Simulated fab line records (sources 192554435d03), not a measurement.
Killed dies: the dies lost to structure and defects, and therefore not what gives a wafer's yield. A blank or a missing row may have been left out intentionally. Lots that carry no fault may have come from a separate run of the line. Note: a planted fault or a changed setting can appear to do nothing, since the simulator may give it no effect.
fab line records	flow n5-finfet	part 1 of 2: steps 1 to 18 of 32
record lots=5	wafers=15	last-day=17
route steps=1938 shown BEOL_M15@1818 PASS1_DEP@1831 MIM_BOT@1832 MIM_TOP@1834 MIM_TOP_LITHO@1839
lots that met no fault: taken from a fault-free run of the same line
start-h: hours from the record's first day to the start of the lot's first wafer shown	wait-h: how many hours have passed since the lot's step before this one	" same as the row above	L1.1+2: a single row standing in for several wafers	- no value, or no start was given	* or withheld: withheld	< > ~ a bound
route shown NAME@n: NAME is a module with steps in the file, n the number in the route of the first one	usual: mean and standard deviation over wafers with no fault	same: alike in all rows	chamber/n: place in a boat	sites: per-site readings	_std_site: standard deviation across them	_edge_site: inner sites' mean taken away from outer sites' mean	radius-mm: for every site, how far away it sits from the centre of the wafer	mask NAME#n: copy n	behind: the most recent tool/chamber to have shaped the wafer	hold: cause of the lot's hold/its duration in hours/its outcome	device: transistor that didn't switch, given as n, p or np	end of line: the tests these same wafers got at the end of their route	step lacking rows: just its recipe	killed: count of dies lost to structure and defects at first sort (not the wafer's yield)	map: shows each die of a wafer: x if killed, . if not, _ if none is there
set.NAME: the setting the step ran with; set.NAME@STEP: the setting that earlier step ran with	model.NAME: the simulator's own value behind a step, which no gauge read
a table for each step, a row for each wafer; lots at some steps of the route
services: from which hour (start-h, from the record's first day; less than 0 if before it) a tool's chamber was out of use, for how many hours, and why
## steps
# step N5_BEOL_M15_PRE_CLEAN_42
# recipe gas=H2/He	time-s=30	temp-c=300
# usual heater-power-w=455/46
lot.wafer	tool	chamber	start-h	wait-h	heater-power-w
L078.1	pvd-sputter-02	-	277.16	0.0	421
L078.3	"	-	"	"	406
L078.4	"	-	"	"	446
L077.1	pvd-sputter-01	-	293.63	0.0	397
L077.4	"	-	"	"	542
L077.6	"	-	"	"	398
L085.2	pvd-sputter-03	-	324.75	0.0	534
L085.4	"	-	"	"	510
L085.5	"	-	"	"	383
L086.3	pvd-sputter-03	-	334.21	0.0	541
L086.4	"	-	"	"	447
L086.6	"	-	"	"	529
L092.1	pvd-sputter-02	-	383.40	0.0	446
L092.2	"	-	"	"	416
L092.5	"	-	"	"	472
# step N5_BEOL_M15_SPUTTER_43
# recipe material=TaN	target-thk-a=150	temp-c=50	bias-v=168.6	power-w=15000	chamber-pressure-pa=0.12	time-s=24.19
# usual throttle-valve-pct=30.3/0.89
lot.wafer	tool	chamber	start-h	wait-h	throttle-valve-pct
L078.1	pvd-sputter-02	-	277.20	0.0	30.7
L078.3	"	-	"	"	29.5
L078.4	"	-	"	"	31.6
L077.1	pvd-sputter-01	-	293.67	0.0	28.6
L077.4	"	-	"	"	30.2
L077.6	"	-	"	"	28.7
L085.2	pvd-sputter-03	-	324.79	0.0	31.2
L085.4	"	-	"	"	31.5
L085.5	"	-	"	"	30.2
L086.3	pvd-sputter-03	-	334.25	0.0	31.3
L086.4	"	-	"	"	29.0
L086.6	"	-	"	"	31.2
L092.1	pvd-sputter-02	-	383.44	0.0	31.3
L092.2	"	-	"	"	29.7
L092.5	"	-	"	"	29.9
# step N5_BEOL_M15_SPUTTER_44
# recipe material=Ta	target-thk-a=150	temp-c=50	bias-v=80	power-w=15000	chamber-pressure-pa=0.07	time-s=24.19
# usual throttle-valve-pct=30.3/0.89
lot.wafer	tool	chamber	start-h	wait-h	throttle-valve-pct
L078.1	pvd-sputter-02	-	277.28	0.0	31.2
L078.3	"	-	"	"	29.5
L078.4	"	-	"	"	31.8
L077.1	pvd-sputter-01	-	293.75	0.0	28.6
L077.4	"	-	"	"	30.2
L077.6	"	-	"	"	28.5
L085.2	pvd-sputter-03	-	324.87	0.0	31.3
L085.4	"	-	"	"	31.8
L085.5	"	-	"	"	30.4
L086.3	pvd-sputter-03	-	334.33	0.0	31.2
L086.4	"	-	"	"	29.2
L086.6	"	-	"	"	31.2
L092.1	pvd-sputter-02	-	383.52	0.0	31.5
L092.2	"	-	"	"	29.8
L092.5	"	-	"	"	30.0
# step N5_BEOL_M15_SPUTTER_45
# recipe material=Cu	target-thk-a=1000	temp-c=-20	bias-v=60	power-w=26000	chamber-pressure-pa=0.13	time-s=16.67
# usual throttle-valve-pct=30.3/0.86
lot.wafer	tool	chamber	start-h	wait-h	throttle-valve-pct
L078.1	pvd-sputter-02	-	277.36	0.0	30.9
L078.3	"	-	"	"	29.6
L078.4	"	-	"	"	31.3
L077.1	pvd-sputter-01	-	293.83	0.0	28.9
L077.4	"	-	"	"	30.2
L077.6	"	-	"	"	28.8
L085.2	pvd-sputter-03	-	324.95	0.0	31.2
L085.4	"	-	"	"	31.5
L085.5	"	-	"	"	30.2
L086.3	pvd-sputter-03	-	334.41	0.0	31.1
L086.4	"	-	"	"	29.1
L086.6	"	-	"	"	31.4
L092.1	pvd-sputter-02	-	383.60	0.0	31.4
L092.2	"	-	"	"	29.6
L092.5	"	-	"	"	29.9
# step N5_BEOL_M15_ECD_47
# recipe material=Cu	target-thk-a=18600
lot.wafer	tool	chamber	start-h	wait-h
L078.1+3+4	ecd-cu-01	1,0,1	277.48	0.1
L077.1+4+6	ecd-cu-02	0,1,1	293.95	0.1
L085.2+4+5	ecd-cu-01	1,0,1	325.07	0.1
L086.3+4+6	ecd-cu-01	1,0,1	334.60	0.2
L092.1+2+5	ecd-cu-01	1,0,0	383.71	0.1
# step N5_BEOL_M15_ANNEAL_48
# recipe temp-c=225	time-s=90	ambient=N2
# usual anneal-temp-c-max=226.1/0.56	wafer_temp_C_max=225.90/0.24
lot.wafer	tool	chamber	start-h	wait-h	anneal-temp-c-max	wafer_temp_C_max
L078.1	rtp-anneal-02	0	278.14	0.6	226.5	226.10
L078.3	"	0	"	"	226.1	225.70
L078.4	"	0	"	"	226.4	225.72
L077.1	rtp-anneal-01	0	294.19	0.2	225.9	225.60
L077.4	"	0	"	"	225.8	225.29
L077.6	"	0	"	"	225.9	226.17
L085.2	rtp-anneal-02	0	325.80	0.7	226.3	225.77
L085.4	"	0	"	"	226.2	225.86
L085.5	"	0	"	"	226.3	226.05
L086.3	rtp-anneal-02	0	334.86	0.2	227.1	225.59
L086.4	"	0	"	"	226.6	225.55
L086.6	"	0	"	"	226.5	225.73
L092.1	rtp-anneal-01	0	383.96	0.2	225.2	226.12
L092.2	"	0	"	"	225.4	225.66
L092.5	"	0	"	"	225.5	225.81
# step N5_BEOL_M15_CMP_49
# recipe stop-on=SiO2	t-overpolish-s=4.9	down-force-psi=2	platen-rpm=80	clearing-platen-down-force-psi=2	clearing-platen-rpm=80	post-cmp-clean=cu-alkaline	target-thk-nm=850	clearing-platen-pad-velocity-m-s=1.5917	pad-velocity-m-s=1.5917
# usual barrier-field-endpoint-s=11.42/0.23	clearing-platen-rpm=80.00/0.047	head-pressure-psi=2.000/0.0046	motor-current-A=7.7/0.9	overpolish-run-s=4.901/0.0088	retaining-ring-pressure-frac=1.000/0.0042
# same t-overpolish-s=4.9
lot.wafer	tool	chamber	start-h	wait-h	barrier-field-endpoint-s	clearing-platen-rpm	head-pressure-psi	motor-current-A	overpolish-run-s	retaining-ring-pressure-frac
L078.3	cmp-02	1	278.71	0.3	11.68	79.97	2.003	7.0	4.905	1.003
L078.4	"	2	"	"	11.41	79.95	2.005	8.2	4.896	0.997
L078.1	"	3	"	"	11.50	80.00	2.001	7.3	4.911	1.003
L077.4	cmp-02	2	294.53	0.2	11.23	80.02	1.994	8.6	4.908	1.006
L077.1	"	0	"	"	11.00	80.09	1.997	8.4	4.913	1.007
L077.6	"	1	"	"	10.89	80.02	1.996	7.1	4.904	0.996
L085.4	cmp-01	2	326.42	0.5	11.65	79.99	2.006	7.8	4.906	0.997
L085.2	"	1	"	"	11.64	79.98	1.995	8.2	4.915	1.010
L085.5	"	2	"	"	11.57	80.05	1.998	7.6	4.898	1.002
L086.4	cmp-02	1	335.11	0.2	11.80	80.05	1.998	6.9	4.896	1.002
L086.3	"	3	"	"	11.55	79.95	1.996	6.9	4.899	1.006
L086.6	"	1	"	"	11.48	79.99	1.999	6.7	4.899	0.996
L092.2	cmp-04	1	384.36	0.3	11.14	80.03	2.005	7.1	4.908	1.000
L092.1	"	2	"	"	11.27	79.98	1.991	9.9	4.896	1.001
L092.5	"	3	"	"	11.46	79.99	2.001	7.6	4.911	1.000
# step N5_BEOL_M15_THK_MEAS_50
# recipe thk-meas-gauge=xrf	reads=Cu_of_BEOL_M15_ECD_47
# usual M15_THK=845/14
lot.wafer	tool	chamber	start-h	wait-h	M15_THK[nm]
L078.1	film-metro-02	-	279.00	-	830
L078.3	"	-	"	"	809
L078.4	"	-	"	"	807
L077.1	film-metro-01	-	294.78	-	833
L077.4	"	-	"	"	852
L077.6	"	-	"	"	835
L085.2	film-metro-01	-	326.72	-	858
L085.4	"	-	"	"	849
L085.5	"	-	"	"	844
L086.3	film-metro-02	-	335.36	-	822
L086.4	"	-	"	"	855
L086.6	"	-	"	"	851
L092.1	film-metro-02	-	384.58	-	829
L092.2	"	-	"	"	820
L092.5	"	-	"	"	819
# step N5_BEOL_M15_PRE_CLEAN_52
# recipe gas=NH3	time-s=15	temp-c=withheld	rf-power-w=300
lot.wafer	tool	chamber	start-h	wait-h
L078.1+3+4	pecvd-04	1,0,2	279.04	0.0
L077.1+4+6	pecvd-04	0,0,2	294.82	0.0
L085.2+4+5	pecvd-03	2,1,0	326.75	0.0
L086.3+4+6	pecvd-02	0,1,0	335.40	0.0
L092.1+2+5	pecvd-02	0,2,0	384.62	0.0
# step N5_BEOL_M15_DEP_53
# recipe material=SiCN	target-thk-a=500	temp-c=withheld	precursor=3MS/NH3	pressure-torr=3	rf-w=675	time-s=17.8
# usual showerhead-plenum-p-Torr=4.167/0.016	throttle-valve-pct=18.2/0.98
lot.wafer	tool	chamber	start-h	wait-h	showerhead-plenum-p-Torr	throttle-valve-pct
L078.1	pecvd-04	1	279.07	0.0	4.189	19.2
L078.3	"	0	"	"	4.173	17.0
L078.4	"	2	"	"	4.157	17.3
L077.1	pecvd-04	0	294.84	0.0	4.173	17.2
L077.4	"	0	"	"	4.169	17.3
L077.6	"	2	"	"	4.152	17.0
L085.2	pecvd-03	2	326.78	0.0	4.156	17.4
L085.4	"	1	"	"	4.205	18.7
L085.5	"	0	"	"	4.153	16.9
L086.3	pecvd-02	0	335.42	0.0	4.160	18.7
L086.4	"	1	"	"	4.141	19.8
L086.6	"	0	"	"	4.150	18.6
L092.1	pecvd-02	0	384.64	0.0	4.159	18.5
L092.2	"	2	"	"	4.161	18.0
L092.5	"	0	"	"	4.165	18.9
# step N5_BEOL_M15_RS_MEAS_54
# recipe thk-meas-gauge=four-point-probe	reads=Cu_of_BEOL_M15_ECD_47+Ta_of_BEOL_M15_SPUTTER_44+TaN_of_BEOL_M15_SPUTTER_43
# usual M15_RS=0.02149/0.0003
lot.wafer	tool	chamber	start-h	wait-h	M15_RS[ohm/sq]
L078.1	film-metro-01	-	279.13	0.0	0.0214
L078.3	"	-	"	"	0.02192
L078.4	"	-	"	"	0.02193
L077.1	film-metro-02	-	294.91	0.0	0.02199
L077.4	"	-	"	"	0.02159
L077.6	"	-	"	"	0.0221
L085.2	film-metro-01	-	326.85	0.1	0.02113
L085.4	"	-	"	"	0.02126
L085.5	"	-	"	"	0.0214
L086.3	film-metro-02	-	335.49	0.1	0.02219
L086.4	"	-	"	"	0.02125
L086.6	"	-	"	"	0.02137
L092.1	film-metro-02	-	384.71	0.0	0.02158
L092.2	"	-	"	"	0.02184
L092.5	"	-	"	"	0.02189
# step N5_BEOL_M15_INSPECT_55
# recipe inspect-instrument=darkfield	mode=post-dep
# usual raw-defect-count=67/23
lot.wafer	tool	chamber	start-h	wait-h	raw-defect-count
L078.1	defect-inspect-02	-	279.16	0.0	36
L078.3	"	-	"	"	58
L078.4	"	-	"	"	71
L077.1	defect-inspect-02	-	294.94	0.0	65
L077.4	"	-	"	"	75
L077.6	"	-	"	"	78
L085.2	defect-inspect-02	-	326.87	0.0	79
L085.4	"	-	"	"	72
L085.5	"	-	"	"	58
L086.3	defect-inspect-01	-	335.52	0.0	111
L086.4	"	-	"	"	89
L086.6	"	-	"	"	87
L092.1	defect-inspect-02	-	384.73	0.0	91
L092.2	"	-	"	"	74
L092.5	"	-	"	"	65
# step N5_BEOL_M15_RC_MEAS_101
# usual COMB_M10=1.47e-11/2.9e-12	COMB_M10_max_site=2.1e-11/4.4e-12	COMB_M11=1.5e-11/3e-12	COMB_M12=6.4e-12/1.5e-12	COMB_M13=5e-12/1.2e-12	COMB_M14=3.7e-12/9.3e-13	COMB_M15=2.6e-12/7.6e-13	COMB_M5=3.5e-11/7.8e-12	COMB_M6=2.6e-11/5.3e-12	COMB_M7=2.6e-11/5.3e-12	COMB_M8=2.5e-11/5e-12	COMB_M9=1.41e-11/2.9e-12	SERP_M10=3.08/0.08	SERP_M11=3.06/0.07	SERP_M12=0.644/0.014	SERP_M13=0.308/0.0053	SERP_M14=0.162/0.0036	SERP_M5=38.4/1.4	SERP_M6=13.9/0.43	SERP_M7=13.7/0.47	SERP_M8=13.8/0.51	SERP_M9=3.08/0.065
lot.wafer	tool	chamber	start-h	wait-h	COMB_M10[S/m]	COMB_M10_max_site[S/m]	COMB_M11[S/m]	COMB_M12[S/m]	COMB_M13[S/m]	COMB_M14[S/m]	COMB_M15[S/m]	COMB_M5[S/m]	COMB_M6[S/m]	COMB_M7[S/m]	COMB_M8[S/m]	COMB_M9[S/m]	SERP_M10[ohm/um]	SERP_M11[ohm/um]	SERP_M12[ohm/um]	SERP_M13[ohm/um]	SERP_M14[ohm/um]	SERP_M5[ohm/um]	SERP_M6[ohm/um]	SERP_M7[ohm/um]	SERP_M8[ohm/um]	SERP_M9[ohm/um]
L078.1	prober-01	0	279.24	0.1	1.68e-11	2.1e-11	2.2e-11	6.6e-12	5.2e-12	5.9e-12	2.7e-12	3e-11	4.3e-11	3.2e-11	2.6e-11	2.03e-11	3.01	3.12	0.651	0.306	0.166	39.4	14.8	13.5	13.0	3.00
L078.3	"	0	"	"	1.48e-11	1.8e-11	2.1e-11	8.9e-12	4.3e-12	3.5e-12	3e-12	3.1e-11	2.6e-11	2.3e-11	2.7e-11	1.26e-11	2.97	3.14	0.640	0.307	0.160	39.3	14.2	13.7	14.0	3.11
L078.4	"	0	"	"	1.39e-11	1.9e-11	1.9e-11	7.1e-12	4.6e-12	4.6e-12	4.3e-12	3.2e-11	2.3e-11	2.8e-11	3.3e-11	1.76e-11	3.18	2.97	0.654	0.298	0.161	39.5	13.7	13.8	13.9	3.09
L077.1	prober-01	0	294.96	0.0	1.77e-11	2.4e-11	1.7e-11	5.6e-12	5.4e-12	5e-12	3.8e-12	3.1e-11	3e-11	2.4e-11	3.4e-11	1.92e-11	3.02	2.96	0.656	0.308	0.163	37.8	13.7	14.8	14.3	3.12
L077.4	"	0	"	"	1.82e-11	2.2e-11	1.2e-11	8.3e-12	4.9e-12	5.3e-12	3.1e-12	4e-11	3.2e-11	3.3e-11	2.7e-11	1.52e-11	3.09	3.06	0.626	0.300	0.164	37.8	14.7	13.7	14.2	3.02
L077.6	"	0	"	"	1.87e-11	2.4e-11	1.3e-11	7.4e-12	3.6e-12	2.7e-12	2.9e-12	2.6e-11	2.6e-11	3.1e-11	3e-11	1.5e-11	3.08	3.08	0.661	0.306	0.163	38.0	13.6	13.9	14.2	3.14
L085.2	prober-01	0	327.05	0.2	1.32e-11	1.9e-11	1.8e-11	5e-12	4.9e-12	5e-12	4.1e-12	2.8e-11	2.6e-11	3.5e-11	2.5e-11	1.49e-11	3.01	2.98	0.645	0.305	0.157	41.0	13.6	12.9	14.6	3.06
L085.4	"	0	"	"	1.4e-11	2.7e-11	1.3e-11	5.2e-12	5.7e-12	4.9e-12	4.4e-12	2.3e-11	2.3e-11	2e-11	2.3e-11	1.37e-11	3.11	2.98	0.640	0.304	0.165	38.0	13.4	13.1	14.8	3.10
L085.5	"	0	"	"	1.74e-11	2.3e-11	1.1e-11	6.8e-12	4.3e-12	4.2e-12	3.8e-12	2.9e-11	3.2e-11	2.2e-11	2.1e-11	1.4e-11	3.02	3.01	0.645	0.316	0.163	39.2	13.6	13.1	14.2	3.20
L086.3	prober-01	0	335.85	0.3	1.48e-11	2e-11	1.4e-11	7.4e-12	4.6e-12	3.8e-12	3.2e-12	3.8e-11	3e-11	3.2e-11	3.4e-11	2.04e-11	3.06	3.18	0.642	0.303	0.166	41.2	13.4	13.9	13.9	3.07
L086.4	"	0	"	"	1.64e-11	2.1e-11	1.4e-11	6e-12	5.5e-12	4.3e-12	2.6e-12	3.7e-11	2.9e-11	2.6e-11	2.6e-11	1.65e-11	3.05	3.02	0.653	0.307	0.167	38.8	13.4	14.0	14.1	3.12
L086.6	"	0	"	"	1.89e-11	2.5e-11	1.1e-11	7.3e-12	6.2e-12	5.5e-12	2.4e-12	4.3e-11	2.6e-11	3.4e-11	2.3e-11	1.59e-11	3.00	3.05	0.663	0.310	0.164	38.0	13.9	13.5	14.2	3.06
L092.1	prober-02	0	384.76	0.0	1.22e-11	2.2e-11	1e-11	5.4e-12	3.8e-12	3e-12	2.6e-12	2.7e-11	2.5e-11	3.2e-11	2.6e-11	1.36e-11	3.11	3.01	0.658	0.309	0.158	38.2	13.3	13.4	13.6	3.07
L092.2	"	0	"	"	1.2e-11	1.8e-11	1.3e-11	5.8e-12	5.4e-12	3.4e-12	1.7e-12	3.7e-11	2.4e-11	2.1e-11	2.9e-11	1.28e-11	3.11	3.05	0.627	0.316	0.159	38.1	13.9	13.4	14.7	3.12
L092.5	"	0	"	"	1.12e-11	2e-11	1.5e-11	5e-12	6.1e-12	2.3e-12	1.8e-12	2.4e-11	1.9e-11	2.7e-11	3.3e-11	1.3e-11	3.10	3.07	0.635	0.308	0.158	39.9	14.0	14.1	13.6	3.06
# step N5_PASSIVATION_PECVD_00
# recipe material=SiO2	target-thk-a=2000	temp-c=400	precursor=SiH4/N2O	pressure-torr=2.7	rf-w=608	time-s=11.2
# usual heater-power-w=637/86	showerhead-plenum-p-Torr=8.15/0.096	throttle-valve-pct=51.5/2.5
lot.wafer	tool	chamber	start-h	wait-h	heater-power-w	showerhead-plenum-p-Torr	throttle-valve-pct
L078.1	pecvd-01	2	280.20	0.8	688	7.97	50.1
L078.3	"	0	"	"	506	8.19	50.5
L078.4	"	2	"	"	706	7.97	50.0
L077.1	pecvd-04	1	295.92	0.8	561	8.32	55.3
L077.4	"	1	"	"	561	8.29	55.6
L077.6	"	2	"	"	622	8.14	49.5
L085.2	pecvd-02	0	327.87	0.7	771	8.14	53.4
L085.4	"	1	"	"	627	8.14	56.2
L085.5	"	2	"	"	635	8.21	51.4
L086.3	pecvd-02	2	336.50	0.5	637	8.21	51.3
L086.4	"	0	"	"	798	8.14	53.5
L086.6	"	2	"	"	643	8.21	51.4
L092.1	pecvd-02	2	385.72	0.8	682	8.20	51.5
L092.2	"	0	"	"	661	8.14	53.1
L092.5	"	1	"	"	609	8.13	56.1
# step N5_MIM_BOT_DEGAS_01
# recipe ambient=vacuum	temp-c=300	time-s=60
# usual heater-power-w=461/51
lot.wafer	tool	chamber	start-h	wait-h	heater-power-w
L078.1	pvd-sputter-03	-	280.94	0.7	455
L078.3	"	-	"	"	535
L078.4	"	-	"	"	512
L077.1	pvd-sputter-01	-	296.35	0.4	435
L077.4	"	-	"	"	542
L077.6	"	-	"	"	442
L085.2	pvd-sputter-02	-	328.65	0.8	477
L085.4	"	-	"	"	440
L085.5	"	-	"	"	472
L086.3	pvd-sputter-01	-	339.14	2.6	404
L086.4	"	-	"	"	433
L086.6	"	-	"	"	544
L092.1	pvd-sputter-01	-	388.28	2.5	553
L092.2	"	-	"	"	492
L092.5	"	-	"	"	487
# step N5_MIM_BOT_SPUTTER_00
# recipe material=TiN	target-thk-a=350	temp-c=200	power-w=3000	chamber-pressure-pa=0.49996	gas=Ar	reactive-partial-pa=0.37997	time-s=89.7
# usual throttle-valve-pct=30.3/0.88
lot.wafer	tool	chamber	start-h	wait-h	throttle-valve-pct
L078.1	pvd-sputter-03	-	280.98	0.0	29.0
L078.3	"	-	"	"	31.4
L078.4	"	-	"	"	31.4
L077.1	pvd-sputter-01	-	296.39	0.0	29.9
L077.4	"	-	"	"	30.0
L077.6	"	-	"	"	29.8
L085.2	pvd-sputter-02	-	328.69	0.0	30.1
L085.4	"	-	"	"	31.4
L085.5	"	-	"	"	29.8
L086.3	pvd-sputter-01	-	339.18	0.0	28.5
L086.4	"	-	"	"	29.6
L086.6	"	-	"	"	30.2
L092.1	pvd-sputter-01	-	388.32	0.0	30.4
L092.2	"	-	"	"	30.9
L092.5	"	-	"	"	30.9
# step N5_MIM_TOP_ALD_00
# recipe material=Al2O3	target-thk-a=*	temp-c=withheld	ald-precursor-family=TMA	ald-co-reactant=O3	pulse-time-s=withheld	purge-time-s=3	co-reactant-purge-time-s=withheld	co-reactant-pulse-time-s=3	ald-cycles=withheld
# usual precursor-pulse-height-rel=1.000/0.019
lot.wafer	tool	chamber	start-h	wait-h	precursor-pulse-height-rel
L078.1	ald-hk-02	2	281.08	0.1	1.009
L078.3	"	0	"	"	1.006
L078.4	"	3	"	"	1.006
L077.1	ald-hk-03	3	296.49	0.1	0.990
L077.4	"	2	"	"	0.997
L077.6	"	1	"	"	0.995
L085.2	ald-hk-02	3	328.79	0.1	1.029
L085.4	"	0	"	"	1.047
L085.5	"	3	"	"	0.969
L086.3	ald-hk-03	3	339.28	0.1	1.025
L086.4	"	1	"	"	0.963
L086.6	"	3	"	"	1.022
L092.1	ald-hk-03	3	388.42	0.1	1.005
L092.2	"	1	"	"	0.990
L092.5	"	3	"	"	1.013
# step N5_MIM_TOP_ALD_01
# recipe material=HfO2	target-thk-a=56	temp-c=withheld	ald-precursor-family=Hf-amide	ald-co-reactant=O3	pulse-time-s=1	purge-time-s=3	co-reactant-purge-time-s=2	co-reactant-pulse-time-s=3	ald-cycles=62
# usual precursor-pulse-height-rel=0.999/0.02
# same purge-time-s=3
lot.wafer	tool	chamber	start-h	wait-h	precursor-pulse-height-rel
L078.1	ald-hk-02	2	-	-	1.004
L078.3	"	0	"	"	0.979
L078.4	"	3	"	"	0.986
L077.1	ald-hk-03	3	-	-	1.021
L077.4	"	2	"	"	1.007
L077.6	"	1	"	"	1.024
L085.2	ald-hk-02	3	-	-	0.984
L085.4	"	0	"	"	0.962
L085.5	"	3	"	"	1.015
L086.3	ald-hk-03	3	-	-	0.975
L086.4	"	1	"	"	1.020
L086.6	"	3	"	"	0.993
L092.1	ald-hk-03	3	-	-	0.995
L092.2	"	1	"	"	1.035
L092.5	"	3	"	"	0.991
